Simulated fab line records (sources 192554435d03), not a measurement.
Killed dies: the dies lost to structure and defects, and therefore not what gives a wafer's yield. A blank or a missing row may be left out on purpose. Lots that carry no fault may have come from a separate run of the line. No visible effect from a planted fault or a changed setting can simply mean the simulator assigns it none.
fab line records ; flow n5Finfet
[record] lots = 7; wafers = 21; lastDay = 17
route steps=1938 shown BEOL_M9@1450
lots untouched by any fault: they come from a run of this same line in which no faults occurred
startH: the number of hours between the record's first day and the start of the first shown wafer of the lot ; waitH: hours since the lot's step before ; " identical to the entry in the row above ; L1.1+2: a row that stands for several wafers ; - no value, or no start given ; * or withheld: withheld ; < > ~ a bound
route shown NAME@n: names a module that has steps shown in the file, with the first one's number in the route ; usual: the fault-free wafers' mean and standard deviation ; same: alike in all rows ; chamber/n: place in a boat ; sites: the reading at each site ; _std_site: standard deviation across them ; _edge_site: mean of outer sites minus mean of inner sites ; radiusMm: for every site, how far away it sits from the centre of the wafer ; mask NAME#n: copy n ; behind: tool/chamber where the wafer was last shaped ; hold: why the lot was held/for how many hours/how that ended ; device: the transistor (n, p or np) that didn't switch ; end of line: tests of these same wafers at the route's end ; step lacking rows: just its recipe ; killed: the dies lost at the first sort to structure and to defects; this is not the yield of the wafer ; map: shows each die of a wafer: x if killed, . if not, _ if none is there
set.NAME: the run value of the setting; set.NAME@STEP: its run value at that earlier step ; model.NAME: the simulator's own value behind a step, which no gauge read
lots seen at some steps along the route; tables by step, rows by wafer
services: the hour from which a tool's chamber was out of use, counted from the record's first day as startH (under 0 if before that day), plus the number of hours and why
[[steps]]
[step N5_BEOL_M9_HM_STRIP_39]
[recipe] chemistry = peroxideTinStrip; material = TiN; targetDepthA = 250; tempC = 50; timeS = 158
[step N5_BEOL_M9_SRD_40]
[recipe] timeS = 30; tempC = 23; rinseLiquid = diw; dry = ipaMarangoni
[step N5_BEOL_M9_PRECLEAN_42]
[recipe] chemistry = residueRemover; timeS = 60; tempC = 40
[step N5_BEOL_M9_SRD_43]
[recipe] timeS = 30; tempC = 23; rinseLiquid = diw; dry = ipaMarangoni
[step N5_BEOL_M9_CD_MEAS_35]
[recipe] targetCdNm = 70; targetCdYNm = 40; polarity = opening
[usual] cdNm = 69.8/0.98
lot.wafer;tool;chamber;startH;waitH;cdNm
L197.1;cdSem-03;-;214.99;0.0;70.5
L197.3;cdSem-03;-;214.99;0.0;71.1
L197.4;cdSem-03;-;214.99;0.0;69.9
L202.4;cdSem-02;-;249.91;0.0;70.2
L202.5;cdSem-02;-;249.91;0.0;69.1
L202.6;cdSem-02;-;249.91;0.0;68.5
L206.3;cdSem-02;-;269.51;0.0;69.3
L206.4;cdSem-02;-;269.51;0.0;71.3
L206.6;cdSem-02;-;269.51;0.0;69.9
L207.1;cdSem-01;-;285.89;0.0;70.1
L207.2;cdSem-01;-;285.89;0.0;70.7
L207.3;cdSem-01;-;285.89;0.0;70.3
L209.4;cdSem-02;-;288.32;0.0;71.2
L209.5;cdSem-02;-;288.32;0.0;69.0
L209.6;cdSem-02;-;288.32;0.0;70.3
L213.1;cdSem-03;-;313.20;0.0;68.1
L213.2;cdSem-03;-;313.20;0.0;68.9
L213.5;cdSem-03;-;313.20;0.0;68.0
L217.1;cdSem-03;-;348.43;0.0;68.9
L217.2;cdSem-03;-;348.43;0.0;70.6
L217.4;cdSem-03;-;348.43;0.0;70.5
[step N5_BEOL_M9_CURE_72]
[recipe] tempC = 370; timeS = 120; ambient = DMADMS/He; material = SiCOH_lowk
[usual] lampPowerPct = 52.31/0.053; wafer_temp_C_max = 371.5/0.59
lot.wafer;tool;chamber;startH;waitH;lampPowerPct;wafer_temp_C_max
L197.1;uvCure-01;0;215.03;0.0;52.26;371.2
L197.3;uvCure-01;0;215.03;0.0;52.28;371.3
L197.4;uvCure-01;0;215.03;0.0;52.40;371.3
L202.4;uvCure-03;0;250.10;0.2;52.33;370.9
L202.5;uvCure-03;0;250.10;0.2;52.27;371.1
L202.6;uvCure-03;0;250.10;0.2;52.33;371.0
L206.3;uvCure-02;1;269.65;0.1;52.32;370.8
L206.4;uvCure-02;1;269.65;0.1;52.38;370.7
L206.6;uvCure-02;1;269.65;0.1;52.35;370.7
L207.1;uvCure-01;1;285.98;0.1;52.33;371.2
L207.2;uvCure-01;1;285.98;0.1;52.30;371.0
L207.3;uvCure-01;1;285.98;0.1;52.27;372.1
L209.4;uvCure-01;1;288.51;0.2;52.38;371.2
L209.5;uvCure-01;1;288.51;0.2;52.27;371.2
L209.6;uvCure-01;1;288.51;0.2;52.33;371.5
L213.1;uvCure-03;1;313.24;0.0;52.35;372.7
L213.2;uvCure-03;1;313.24;0.0;52.24;373.0
L213.5;uvCure-03;1;313.24;0.0;52.32;373.0
L217.1;uvCure-01;2;349.06;0.6;52.32;371.8
L217.2;uvCure-01;2;349.06;0.6;52.25;371.6
L217.4;uvCure-01;2;349.06;0.6;52.37;371.5
[step N5_BEOL_M9_DEGAS_44]
[recipe] ambient = vacuum; tempC = 250; timeS = 60
[usual] heaterPowerW = 339/26
lot.wafer;tool;chamber;startH;waitH;heaterPowerW
L197.1;pvdSputter-02;-;215.57;0.5;377
L197.3;pvdSputter-02;-;215.57;0.5;367
L197.4;pvdSputter-02;-;215.57;0.5;353
L202.4;pvdSputter-03;-;250.33;0.2;304
L202.5;pvdSputter-03;-;250.33;0.2;348
L202.6;pvdSputter-03;-;250.33;0.2;356
L206.3;pvdSputter-03;-;269.89;0.2;354
L206.4;pvdSputter-03;-;269.89;0.2;347
L206.6;pvdSputter-03;-;269.89;0.2;348
L207.1;pvdSputter-03;-;286.58;0.5;349
L207.2;pvdSputter-03;-;286.58;0.5;347
L207.3;pvdSputter-03;-;286.58;0.5;355
L209.4;pvdSputter-03;-;289.00;0.4;307
L209.5;pvdSputter-03;-;289.00;0.4;357
L209.6;pvdSputter-03;-;289.00;0.4;353
L213.1;pvdSputter-03;-;313.67;0.4;353
L213.2;pvdSputter-03;-;313.67;0.4;356
L213.5;pvdSputter-03;-;313.67;0.4;352
L217.1;pvdSputter-01;-;349.40;0.3;312
L217.2;pvdSputter-01;-;349.40;0.3;326
L217.4;pvdSputter-01;-;349.40;0.3;246
[step N5_BEOL_M9_PRE_CLEAN_45]
[recipe] gas = H2/He; timeS = 30; tempC = 250
[usual] heaterPowerW = 339/25
lot.wafer;tool;chamber;startH;waitH;heaterPowerW
L197.1;pvdSputter-02;-;215.61;0.0;381
L197.3;pvdSputter-02;-;215.61;0.0;364
L197.4;pvdSputter-02;-;215.61;0.0;343
L202.4;pvdSputter-03;-;250.37;0.0;313
L202.5;pvdSputter-03;-;250.37;0.0;347
L202.6;pvdSputter-03;-;250.37;0.0;349
L206.3;pvdSputter-03;-;269.93;0.0;334
L206.4;pvdSputter-03;-;269.93;0.0;341
L206.6;pvdSputter-03;-;269.93;0.0;355
L207.1;pvdSputter-03;-;286.62;0.0;345
L207.2;pvdSputter-03;-;286.62;0.0;359
L207.3;pvdSputter-03;-;286.62;0.0;352
L209.4;pvdSputter-03;-;289.04;0.0;315
L209.5;pvdSputter-03;-;289.04;0.0;342
L209.6;pvdSputter-03;-;289.04;0.0;353
L213.1;pvdSputter-03;-;313.71;0.0;350
L213.2;pvdSputter-03;-;313.71;0.0;361
L213.5;pvdSputter-03;-;313.71;0.0;356
L217.1;pvdSputter-01;-;349.44;0.0;304
L217.2;pvdSputter-01;-;349.44;0.0;323
L217.4;pvdSputter-01;-;349.44;0.0;242
[step N5_BEOL_M9_ALD_74]
[recipe] material = TaN; targetThkA = 20; tempC = 275; aldPrecursorFamily = PDMAT; aldCoReactant = NH3; pressureTorr = 3; carrierFlowSccm = 1500; pulseTimeS = 2; purgeTimeS = 3; coReactantPurgeTimeS = 2; coReactantPulseTimeS = 3; aldCycles = 40; precursorVesselTempC = 75; precursorVesselPressureTorr = 26.25; precursorVesselCarrierSccm = 1000
[step N5_BEOL_M9_SURFACE_TREAT_79]
[recipe] gas = Ar; timeS = *; ionEnergyEv = *; ionCurrentMaCm2 = 0.5; pressureMtorr = *; arFlowSccm = 30
[step N5_BEOL_M9_CVD_78]
[recipe] material = Co; targetThkA = 20; tempC = withheld; precursor = CCTBA/H2; pressureTorr = 30; timeS = 138.9
[step N5_BEOL_M9_SPUTTER_48]
[recipe] material = Cu; targetThkA = 120; tempC = -20; biasV = 60; powerW = 26000; chamberPressurePa = 0.13; timeS = 2
[usual] throttleValvePct = 30.5/1.2
lot.wafer;tool;chamber;startH;waitH;throttleValvePct
L197.1;pvdSputter-03;-;216.22;0.1;31.3
L197.3;pvdSputter-03;-;216.22;0.1;30.8
L197.4;pvdSputter-03;-;216.22;0.1;31.6
L202.4;pvdSputter-02;-;251.78;0.3;30.5
L202.5;pvdSputter-02;-;251.78;0.3;28.7
L202.6;pvdSputter-02;-;251.78;0.3;30.6
L206.3;pvdSputter-03;-;270.73;0.3;30.9
L206.4;pvdSputter-03;-;270.73;0.3;31.4
L206.6;pvdSputter-03;-;270.73;0.3;31.2
L207.1;pvdSputter-02;-;287.40;0.2;30.3
L207.2;pvdSputter-02;-;287.40;0.2;29.0
L207.3;pvdSputter-02;-;287.40;0.2;30.6
L209.4;pvdSputter-03;-;289.98;0.1;31.1
L209.5;pvdSputter-03;-;289.98;0.1;31.7
L209.6;pvdSputter-03;-;289.98;0.1;31.3
L213.1;pvdSputter-02;-;314.47;0.2;30.7
L213.2;pvdSputter-02;-;314.47;0.2;29.3
L213.5;pvdSputter-02;-;314.47;0.2;30.6
L217.1;pvdSputter-01;-;350.28;0.1;30.7
L217.2;pvdSputter-01;-;350.28;0.1;27.1
L217.4;pvdSputter-01;-;350.28;0.1;28.6
[step N5_BEOL_M9_ECD_50]
[recipe] material = Cu; targetThkA = 3180
lot.wafer;tool;chamber;startH;waitH
L197.1+3+4;ecdCu-01;1,0,1;216.34;0.1
L202.4+5+6;ecdCu-01;0,0,1;251.92;0.1
L206.3+4+6;ecdCu-02;0,1,0;270.87;0.1
L206.3+4+6;ecdCu-02;0,1,0;271.16;0.3
L207.1+2+3;ecdCu-01;0,1,1;287.52;0.1
L207.1+2+3;ecdCu-01;0,1,1;287.81;0.3
L209.4+5+6;ecdCu-01;0,0,1;290.14;0.1
L213.1+2+5;ecdCu-01;1,0,0;314.59;0.1
L213.1+2+5;ecdCu-01;1,0,0;314.91;0.3
L217.1+2+4;ecdCu-01;1,0,0;350.40;0.1
[step N5_BEOL_M9_ANNEAL_51]
[recipe] tempC = 225; timeS = 90; ambient = N2
[usual] wafer_temp_C_max = 226.08/0.25
lot.wafer;tool;chamber;startH;waitH;wafer_temp_C_max
L197.1;rtpAnneal-01;0;216.45;0.1;225.87
L197.3;rtpAnneal-01;0;216.45;0.1;226.06
L197.4;rtpAnneal-01;0;216.45;0.1;225.67
L202.4;rtpAnneal-02;0;252.50;0.5;225.66
L202.5;rtpAnneal-02;0;252.50;0.5;226.18
L202.6;rtpAnneal-02;0;252.50;0.5;226.00
L206.3;rtpAnneal-01;0;271.43;0.2;226.24
L206.4;rtpAnneal-01;0;271.43;0.2;226.04
L206.6;rtpAnneal-01;0;271.43;0.2;225.93
L207.1;rtpAnneal-02;0;288.33;0.5;226.05
L207.2;rtpAnneal-02;0;288.33;0.5;226.07
L207.3;rtpAnneal-02;0;288.33;0.5;226.13
L209.4;rtpAnneal-02;0;290.43;0.3;226.45
L209.5;rtpAnneal-02;0;290.43;0.3;226.67
L209.6;rtpAnneal-02;0;290.43;0.3;226.38
L213.1;rtpAnneal-02;0;315.02;0.1;225.97
L213.2;rtpAnneal-02;0;315.02;0.1;226.03
L213.5;rtpAnneal-02;0;315.02;0.1;225.72
L217.1;rtpAnneal-01;0;350.63;0.2;226.05
L217.2;rtpAnneal-01;0;350.63;0.2;226.09
L217.4;rtpAnneal-01;0;350.63;0.2;225.93
[step N5_BEOL_M9_CMP_52]
[recipe] stopOn = SiCOH_lowk; tOverpolishS = 7; downForcePsi = 1; platenRpm = 50; clearingPlatenDownForcePsi = 1.5; clearingPlatenRpm = 50; postCmpClean = cuAlkaline; targetThkNm = 140; clearingPlatenPadVelocityMS = 0.99484; padVelocityMS = 0.99484
[usual] barrierFieldEndpointS = 28.7/0.93; motorCurrentA = 6.0/0.73; overpolishRunS = 7.001/0.0086; slurryFlowMlMin = 150.0/0.47; timeToEndpointS = 65/4.2
lot.wafer;tool;chamber;startH;waitH;barrierFieldEndpointS;motorCurrentA;overpolishRunS;slurryFlowMlMin;timeToEndpointS
L197.4;cmp-01;0;216.76;0.1;30.0;6.8;7.009;150.2;70
L197.1;cmp-01;1;216.76;0.1;27.5;5.4;6.998;149.7;58
L197.3;cmp-01;3;216.76;0.1;30.2;6.5;7.022;149.5;70
L202.4;cmp-04;0;252.67;0.1;29.5;6.6;7.007;150.2;68
L202.6;cmp-04;0;252.67;0.1;29.1;6.2;6.999;150.2;65
L202.5;cmp-04;1;252.67;0.1;29.3;5.6;7.003;151.0;67
L206.4;cmp-04;1;271.81;0.2;28.7;5.7;6.976;149.5;130
L206.3;cmp-04;2;271.81;0.2;27.8;6.0;6.993;149.8;127
L206.6;cmp-04;1;271.81;0.2;28.9;5.7;7.005;149.9;129
L207.3;cmp-02;2;288.64;0.2;28.8;5.0;6.993;149.6;132
L207.1;cmp-02;3;288.64;0.2;28.6;6.1;7.002;149.4;133
L207.2;cmp-02;1;288.64;0.2;30.6;6.9;7.000;149.2;143
L209.4;cmp-02;2;290.67;0.2;28.5;4.9;6.985;150.3;64
L209.6;cmp-02;0;290.67;0.2;30.2;5.5;7.004;150.3;71
L209.5;cmp-02;1;290.67;0.2;29.5;7.3;7.003;150.7;68
L213.1;cmp-02;1;315.36;0.3;27.1;7.1;6.993;149.5;128
L213.2;cmp-02;2;315.36;0.3;27.5;4.7;7.000;149.9;123
L213.5;cmp-02;0;315.36;0.3;28.9;5.4;7.010;149.9;128
L217.4;cmp-04;1;350.92;0.1;27.9;5.7;7.007;149.8;65
L217.2;cmp-04;3;350.92;0.1;27.1;6.1;6.994;149.5;59
L217.1;cmp-04;0;350.92;0.1;29.5;6.4;6.993;150.1;69
[step N5_BEOL_M9_THK_MEAS_53]
[recipe] thkMeasGauge = xrf; reads = Cu_of_BEOL_M9_ECD_50
[usual] M9_THK = 139/4
lot.wafer;tool;chamber;startH;waitH;M9_THK[nm]
L197.1;filmMetro-02;-;217.05;-;132
L197.3;filmMetro-02;-;217.05;-;134
L197.4;filmMetro-02;-;217.05;-;145
L202.4;filmMetro-02;-;252.97;-;133
L202.5;filmMetro-02;-;252.97;-;135
L202.6;filmMetro-02;-;252.97;-;138
L206.3;filmMetro-01;-;272.11;-;138
L206.4;filmMetro-01;-;272.11;-;132
L206.6;filmMetro-01;-;272.11;-;137
L207.1;filmMetro-02;-;288.93;-;139
L207.2;filmMetro-02;-;288.93;-;134
L207.3;filmMetro-02;-;288.93;-;137
L209.4;filmMetro-02;-;290.89;-;139
L209.5;filmMetro-02;-;290.89;-;137
L209.6;filmMetro-02;-;290.89;-;137
L213.1;filmMetro-02;-;315.61;-;138
L213.2;filmMetro-02;-;315.61;-;142
L213.5;filmMetro-02;-;315.61;-;138
L217.1;filmMetro-02;-;351.22;-;147
L217.2;filmMetro-02;-;351.22;-;137
L217.4;filmMetro-02;-;351.22;-;142
[[services]]
tool;chamber;startH;hours;kind
uvCure-01;-;201.01;7.5;pm
cmp-04;-;206.44;1.8;repair
uvCure-03;-;217.24;7.5;pm
uvCure-02;-;241.18;2.8;pm
uvCure-01;-;241.66;2.1;pm
cmp-04;-;243.09;7.8;pm
cmp-01;-;249.27;0.4;repair
cmp-04;-;254.72;11.9;pm
uvCure-01;-;261.58;15.1;repair
cmp-01;-;267.77;4.0;pm
cmp-01;-;271.77;-;consumableReplace:conditioner
cmp-01;-;271.77;-;consumableReplace:pad
cmp-02;-;271.79;4.5;repair
uvCure-01;-;296.75;2.6;repair
cmp-04;-;301.98;4.0;pm
cmp-04;-;305.98;-;consumableReplace:conditioner
cmp-04;-;305.98;-;consumableReplace:pad
ecdCu-01;-;313.11;0.9;repair
uvCure-03;-;319.69;1.0;pm
uvCure-02;-;320.20;7.5;pm
cmp-01;-;324.78;0.4;repair
rtpAnneal-01;-;342.45;5.1;pm
uvCure-03;-;346.53;6.0;pm
[[key]]
[firstSign] step = N5_BEOL_M9_ECD_50; reading = visit; direction = added
[effect] step = N5_BEOL_M9_CMP_52; reading = timeToEndpointS; direction = up; sigmas = 16; usual = *; struck = *
metAt N5_BEOL_M9_ECD_50
struckWafers L206.3,L206.4,L206.6,L207.1,L207.2,L207.3,L213.1,L213.2,L213.5
[fault] kind = repeatedStepWhole; tool = ecdCu-01,ecdCu-02; chamber = -; onsetH = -; steps = N5_BEOL_M9_ECD_50; times = 1; scope = struckLotsOnly
